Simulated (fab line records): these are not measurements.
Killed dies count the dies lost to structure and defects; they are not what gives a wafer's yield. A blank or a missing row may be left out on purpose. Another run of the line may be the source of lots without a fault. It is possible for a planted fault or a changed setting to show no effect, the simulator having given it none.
fab line records	flow nandHarc	part 2 of 2: steps 5 to 6 of 6
record: lots: 19	wafers: 57	lastDay: 33
route steps=1302 shown A_CHANNEL_HOLE_D2@571 A_STAIRCASE@650
lots that met no fault: taken from a fault-free run of the same line
startH: the number of hours between the record's first day and the start of the first shown wafer of the lot	waitH: time in hours since the lot's previous step	" the same as in the row above	L1.1+2: a single row standing in for several wafers	- no value, or no start was given	* or withheld: withheld	< > ~ a bound
route shown NAME@n: a module of which the file shows steps, and the number in the route of the first	usual: mean/standard deviation of fault-free wafers	same: alike in all rows	chamber/n: place in a boat	sites: each site's reading	_std_site: their standard deviation	_edge_site: mean of outer sites minus mean of inner sites	radiusMm: how far each site lies from the wafer's centre	mask NAME#n: copy n	behind: the last tool/chamber to shape the wafer	hold: reason for holding the lot/hours on hold/outcome of the hold	device: which transistor (n, p or np) failed to switch	end of line: the same wafers' tests at the end of the route	a step given without rows: its recipe and nothing more	killed: not the wafer's yield, but the dies lost to structure and defects at the first sort	map: the dies of a wafer, with x for killed, . for not killed, _ for no die there
set.NAME: the setting the step ran with; set.NAME@STEP: the setting that earlier step ran with	model.NAME: the simulator's own value behind a step, which no gauge read
route steps across a sampled set of lots; one table per step, one row per wafer
services: when a tool's chamber went out of use (startH, in hours from the record's first day, below 0 if earlier), for how many hours, and the reason
== steps ==
step: NHARC_A_STAIRCASE_TRIM_22
recipe: timeS: 211.2	o2FlowSccm: 500	arFlowSccm: 0	biasW: 0	chemistry: O2
usual: drypumpMotorCurrentA: 5.9/0.48	mfcArSccm: 0.011/0.012	o2FlowSccm: 500.0/1.5	oesProductAu: 1.001/0.013	rfVppV: 57.6/0.96	showerheadPlenumPTorr: 3.48/0.15	throttleValvePct: 17.036/0.009
lot.wafer	tool	chamber	startH	waitH	drypumpMotorCurrentA	mfcArSccm	o2FlowSccm	oesProductAu	rfHoursCounterH	rfVppV	showerheadPlenumPTorr	throttleValvePct
L074.1	rieDiel-05	0	-	-	5.7	0.014	499.5	1.008	31	56.6	3.60	17.036
L074.5	"	3	"	"	5.7	0	498.8	0.983	-	59.0	3.79	17.050
L074.6	"	0	"	"	5.8	0.014	501.1	1.003	-	58.6	3.60	17.035
L075.1	rieDiel-10	3	-	-	6.1	0.033	499.4	0.985	36	56.3	3.53	17.035
L075.2	"	0	"	"	6.1	0	499.8	0.999	36	56.8	3.31	17.056
L075.5	"	0	"	"	6.1	0	499.2	0.989	-	56.9	3.31	17.033
L076.3	rieDiel-04	3	-	-	6.6	0.012	499.7	1.011	3	58.2	3.63	17.034
L076.1	"	0	"	"	5.3	0.027	501.7	0.986	3	54.7	3.33	17.043
L076.5	"	2	"	"	5.8	0.019	500.2	1.014	-	57.4	3.33	17.043
L078.2	rieDiel-05	0	-	-	5.8	0.014	500.1	1.011	43	56.9	3.59	17.022
L078.1	"	1	"	"	5.2	0	499.0	0.995	44	57.9	3.44	17.034
L078.4	"	3	"	"	5.7	0	500.8	0.988	48	59.0	3.78	17.046
L077.2	rieDiel-04	0	-	-	5.3	0.027	496.3	0.992	9	56.0	3.32	17.044
L077.1	"	2	"	"	5.8	0.019	498.6	1.020	7	56.1	3.32	17.044
L077.6	"	0	"	"	5.4	0.027	497.6	0.993	-	57.1	3.32	17.050
L080.4	rieDiel-04	2	-	-	5.8	0.019	500.5	1.017	10	58.1	3.32	17.024
L080.2	"	3	"	"	6.5	0.012	502.4	1.011	10	57.7	3.62	17.049
L080.5	"	2	"	"	5.8	0.019	498.7	1.022	-	57.3	3.32	17.025
L079.3	rieDiel-04	0	-	-	5.3	0.027	499.4	0.991	11	57.8	3.32	17.041
L079.4	"	1	"	"	6.6	0	500.3	1.013	12	57.8	3.61	17.005
L079.2	"	2	"	"	5.8	0.019	500.2	1.015	10	56.3	3.32	17.035
L082.2	rieDiel-04	1	-	-	6.6	0	498.6	1.004	22	58.0	3.60	17.030
L082.5	"	1	"	"	6.6	0	500.5	1.008	-	58.5	3.60	17.029
L082.6	"	2	"	"	5.8	0.019	501.8	1.017	-	57.2	3.32	17.034
L083.1	rieDiel-05	0	-	-	5.8	0.014	501.7	0.995	13	59.8	3.58	17.028
L083.5	"	1	"	"	5.2	0	498.6	0.998	-	57.2	3.43	17.041
L083.6	"	2	"	"	5.6	0.025	501.8	1.030	-	56.5	3.45	17.038
L086.1	rieDiel-05	2	-	-	5.5	0.025	502.8	1.026	13	58.2	3.45	17.039
L086.3	"	0	"	"	5.8	0.014	499.1	0.999	15	58.4	3.58	17.026
L086.2	"	1	"	"	5.1	0	499.1	1.000	15	57.5	3.42	17.048
L088.1	rieDiel-10	1	-	-	5.2	0	500.1	0.986	18	58.3	3.63	17.036
L088.3	"	3	"	"	6.1	0.033	500.1	0.995	20	58.8	3.51	17.032
L088.6	"	0	"	"	6.2	0	500.2	0.997	-	56.9	3.29	17.033
L089.4	rieDiel-10	0	-	-	6.1	0	499.1	0.994	21	57.4	3.29	17.042
L089.1	"	3	"	"	6.1	0.033	501.6	0.998	20	56.4	3.51	17.032
L089.6	"	1	"	"	5.2	0	500.1	0.993	-	58.6	3.63	17.053
L087.3	rieDiel-10	0	-	-	6.1	0	499.2	1.001	22	56.7	3.29	17.045
L087.4	"	2	"	"	5.6	0	499.7	1.020	21	57.5	3.28	17.043
L087.6	"	1	"	"	5.2	0	499.4	0.989	-	58.1	3.63	17.028
L091.1	rieDiel-05	0	-	-	5.8	0.014	496.3	1.011	32	57.3	3.57	17.036
L091.5	"	2	"	"	5.5	0.025	498.8	1.019	-	55.7	3.44	17.034
L091.6	"	3	"	"	5.7	0	501.5	0.978	-	57.3	3.76	17.055
L093.2	rieDiel-04	1	-	-	6.6	0	502.3	0.997	0	57.6	3.59	17.031
L093.3	"	3	"	"	6.6	0.012	500.0	1.013	0	55.9	3.60	17.045
L093.6	"	1	"	"	6.6	0	500.8	1.007	-	57.7	3.59	17.045
L092.3	rieDiel-10	0	-	-	6.1	0	497.7	0.987	45	56.2	3.28	17.040
L092.1	"	1	"	"	5.2	0	500.1	0.992	37	58.9	3.62	17.041
L092.4	"	1	"	"	5.2	0	500.9	0.985	-	57.8	3.62	17.042
L094.4	rieDiel-04	3	-	-	6.6	0.012	500.5	1.010	3	57.4	3.59	17.050
L094.3	"	0	"	"	5.4	0.027	499.6	0.988	3	56.2	3.30	17.039
L094.6	"	2	"	"	5.8	0.019	499.7	0.997	-	56.7	3.30	17.028
L096.3	rieDiel-04	3	-	-	6.6	0.012	500.2	1.000	11	57.9	3.59	17.051
L096.4	"	0	"	"	5.4	0.027	495.9	0.985	9	58.3	3.29	17.027
L096.6	"	1	"	"	6.6	0	500.9	1.002	-	58.4	3.58	17.053
L097.1	rieDiel-04	0	-	-	5.3	0.027	502.3	0.993	16	57.0	3.29	17.028
L097.3	"	1	"	"	6.6	0	501.8	1.016	16	57.2	3.58	17.039
L097.6	"	2	"	"	5.8	0.019	499.9	1.001	-	56.2	3.29	17.032
step: NHARC_A_STAIRCASE_TRIM_26
recipe: timeS: 211.2	o2FlowSccm: 500	arFlowSccm: 0	biasW: 0	chemistry: O2
usual: drypumpMotorCurrentA: 5.9/0.49	mfcArSccm: 0.011/0.011	o2FlowSccm: 499.8/1.4	oesProductAu: 1.003/0.014	rfVppV: 57.5/0.9	showerheadPlenumPTorr: 3.48/0.15	throttleValvePct: 17.036/0.0088
lot.wafer	tool	chamber	startH	waitH	drypumpMotorCurrentA	mfcArSccm	o2FlowSccm	oesProductAu	rfHoursCounterH	rfVppV	showerheadPlenumPTorr	throttleValvePct
L074.1	rieDiel-05	2	-	-	5.5	0.025	501.6	1.009	36	56.5	3.47	17.035
L074.6	"	0	"	"	5.8	0.014	497.9	1.001	-	57.3	3.60	17.044
L074.5	"	1	"	"	5.1	0	500.0	0.997	-	57.1	3.44	17.035
L075.2	rieDiel-10	0	-	-	6.2	0	499.2	0.991	36	57.7	3.31	17.024
L075.1	"	2	"	"	5.5	0	501.0	0.998	36	57.6	3.30	17.028
L075.5	"	0	"	"	6.1	0	500.0	1.003	-	57.8	3.31	17.021
L076.1	rieDiel-04	1	-	-	6.6	0	498.9	0.999	4	58.5	3.61	17.052
L076.3	"	0	"	"	5.3	0.027	499.2	0.993	3	57.1	3.33	17.031
L076.5	"	1	"	"	6.6	0	500.7	1.000	-	57.8	3.61	17.028
L078.4	rieDiel-05	2	-	-	5.6	0.025	501.0	1.009	46	58.3	3.46	17.029
L078.1	"	3	"	"	5.7	0	501.2	0.991	49	59.0	3.78	17.043
L078.2	"	0	"	"	5.8	0.014	498.7	1.009	43	57.8	3.59	17.040
L077.1	rieDiel-04	3	-	-	6.6	0.012	499.3	1.008	8	58.3	3.62	17.032
L077.2	"	0	"	"	5.3	0.027	501.3	0.989	9	55.8	3.32	17.023
L077.6	"	3	"	"	6.6	0.012	498.9	1.030	-	57.9	3.62	17.033
L080.4	rieDiel-04	2	-	-	5.8	0.019	502.1	1.027	11	56.4	3.32	17.033
L080.2	"	3	"	"	6.6	0.012	500.2	1.032	11	57.4	3.62	17.028
L080.5	"	3	"	"	6.6	0.012	499.4	1.021	-	58.0	3.62	17.046
L079.4	rieDiel-04	3	-	-	6.6	0.012	500.5	1.026	11	57.8	3.62	17.031
L079.3	"	0	"	"	5.4	0.027	499.0	0.990	12	55.8	3.32	17.029
L079.2	"	1	"	"	6.6	0	500.7	1.015	13	57.3	3.61	17.037
L082.2	rieDiel-04	2	-	-	5.8	0.019	499.2	1.023	23	56.6	3.32	17.032
L082.5	"	3	"	"	6.6	0.012	500.6	1.023	-	57.3	3.61	17.029
L082.6	"	0	"	"	5.3	0.027	499.4	1.007	-	57.2	3.31	17.049
L083.1	rieDiel-05	2	-	-	5.5	0.025	497.8	1.036	9	56.4	3.45	17.038
L083.5	"	0	"	"	5.8	0.014	499.9	1.014	-	57.9	3.58	17.039
L083.6	"	1	"	"	5.1	0	502.0	1.005	-	58.1	3.43	17.029
L086.2	rieDiel-05	3	-	-	5.7	0	500.8	0.983	12	57.9	3.77	17.034
L086.3	"	1	"	"	5.1	0	500.2	0.998	15	55.7	3.42	17.042
L086.1	"	2	"	"	5.6	0.025	497.9	1.032	13	58.9	3.45	17.044
L088.1	rieDiel-10	2	-	-	5.6	0	501.0	1.006	20	57.1	3.28	17.047
L088.3	"	0	"	"	6.2	0	499.4	1.000	21	58.6	3.29	17.035
L088.6	"	2	"	"	5.5	0	500.8	1.019	-	56.1	3.28	17.028
L089.1	rieDiel-10	2	-	-	5.6	0	501.4	1.017	20	58.2	3.28	17.036
L089.4	"	3	"	"	6.1	0.033	498.8	0.994	21	58.7	3.51	17.034
L089.6	"	0	"	"	6.2	0	500.5	0.990	-	58.0	3.29	17.024
L087.3	rieDiel-10	2	-	-	5.6	0	501.1	1.012	21	56.6	3.28	17.020
L087.4	"	3	"	"	6.1	0.033	500.4	0.999	21	58.5	3.50	17.043
L087.6	"	3	"	"	6.1	0.033	497.3	0.999	-	56.8	3.50	17.041
L091.1	rieDiel-05	1	-	-	5.1	0	498.2	1.001	31	58.0	3.42	17.041
L091.6	"	3	"	"	5.6	0	499.9	0.986	-	57.3	3.76	17.025
L091.5	"	0	"	"	5.8	0.014	500.9	1.006	-	56.1	3.57	17.041
L093.3	rieDiel-04	3	-	-	6.6	0.012	501.1	1.022	0	57.1	3.60	17.019
L093.2	"	1	"	"	6.6	0	498.1	1.008	1	56.8	3.59	17.045
L093.6	"	2	"	"	5.8	0.019	499.6	1.004	-	55.9	3.30	17.034
L092.3	rieDiel-10	3	-	-	6.1	0.033	499.8	0.986	45	56.7	3.49	17.037
L092.1	"	0	"	"	6.1	0	500.4	0.989	46	58.0	3.28	17.035
L092.4	"	0	"	"	6.2	0	500.1	0.994	-	57.1	3.28	17.042
L094.3	rieDiel-04	2	-	-	5.8	0.019	500.8	1.000	3	58.0	3.30	17.033
L094.4	"	0	"	"	5.3	0.027	499.5	0.997	3	57.6	3.30	17.027
L094.6	"	2	"	"	5.8	0.019	499.8	0.997	-	57.7	3.30	17.042
L096.3	rieDiel-04	2	-	-	5.7	0.019	499.1	0.991	12	57.7	3.30	17.039
L096.4	"	3	"	"	6.6	0.012	504.3	1.003	12	57.6	3.59	17.037
L096.6	"	2	"	"	5.7	0.019	496.0	0.990	-	57.1	3.30	17.041
L097.1	rieDiel-04	1	-	-	6.6	0	501.1	1.012	16	57.4	3.58	17.042
L097.3	"	0	"	"	5.3	0.027	498.3	0.980	16	57.9	3.29	17.018
L097.6	"	2	"	"	5.7	0.019	498.4	0.997	-	58.6	3.30	17.055
== services ==
tool	chamber	startH	hours	kind
rieDiel-05	0	271.40	9.3	repair
rieDiel-02	1	273.12	7.3	repair
rieDiel-10	2	287.13	5.5	repair
rieDiel-02	3	309.74	1.7	repair
pecvd-01	-	311.00	13.0	pm
rieDiel-04	3	320.44	3.2	repair
rieDiel-04	-	332.47	2.3	repair
pecvd-01	-	332.91	2.6	repair
rieDiel-04	-	355.68	9.0	pm
rieDiel-02	2	361.85	3.5	repair
rieDiel-10	1	362.18	7.1	repair
rieDiel-04	2	384.20	2.6	repair
rieDiel-02	-	393.74	9.0	pm
rieDiel-05	-	410.51	9.0	pm
rieDiel-10	-	421.86	9.0	pm
pecvd-01	1	423.28	20.6	repair
rieDiel-05	3	424.54	4.8	repair
rieDiel-10	1	482.68	6.5	repair
pecvd-01	-	492.00	13.0	pm
rieDiel-04	3	494.50	4.0	repair
rieDiel-04	-	532.68	9.0	pm
rieDiel-10	2	543.91	4.8	repair
rieDiel-05	-	561.39	0.7	repair
rieDiel-05	1	576.02	10.6	repair
